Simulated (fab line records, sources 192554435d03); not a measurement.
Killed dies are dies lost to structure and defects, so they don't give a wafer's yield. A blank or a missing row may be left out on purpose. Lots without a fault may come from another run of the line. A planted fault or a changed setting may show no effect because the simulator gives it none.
Chamber matching | flow n5_finfet | N5_BEOL_M0_SAQP_HM_DEP_111 on pecvd-03: 3 sister chambers
The step deposits SiO2 from SiH4/N2O, target thk 12 nm, time 7.2 s. 3 wafers are shown with their chamber, then 12 later ones without.

WAFERS WITH THEIR CHAMBER
wafer  | chamber | showerhead_plenum_p_Torr (Torr)
L087.1 | 1       | 8.21
L087.3 | 0       | 8.16
L087.5 | 2       | 8.00

WAFERS WITHOUT THEIR CHAMBER
wafer  | showerhead_plenum_p_Torr (Torr)
L089.2 | 8.01
L089.3 | 8.22
L089.4 | 8.20
L091.3 | 8.02
L091.4 | 8.01
L091.5 | 8.17
L097.2 | 8.21
L097.3 | 8.14
L097.5 | 8.21
L096.3 | 8.00
L096.4 | 8.01
L096.5 | 8.16

WHICH CHAMBER EACH WENT THROUGH
wafer  | from the rows above | in truth
L089.2 | 2                   | 2
L089.3 | 1                   | 1
L089.4 | 1                   | 1
L091.3 | 2                   | 2
L091.4 | 2                   | 2
L091.5 | 0                   | 0
L097.2 | 1                   | 1
L097.3 | 0                   | 0
L097.5 | 1                   | 1
L096.3 | 2                   | 2
L096.4 | 2                   | 2
L096.5 | 0                   | 0
Placed correctly: 12 of 12. Can't be placed from these rows: 0. Placed wrongly: 0.
How it was worked out, from the rows above alone: a wafer's distance from a chamber is the root of the sum, over the readings, of the square of ((its reading less the chamber's mean) divided by the reading's scatter). The wafer belongs to the nearest chamber; if the next one is less than 2 further off, it can't be placed. A chamber's mean is the mean of its shown wafers. The scatter: with one shown wafer a chamber, the root of the mean of the squares of how far each hidden wafer lies from its nearest shown one.
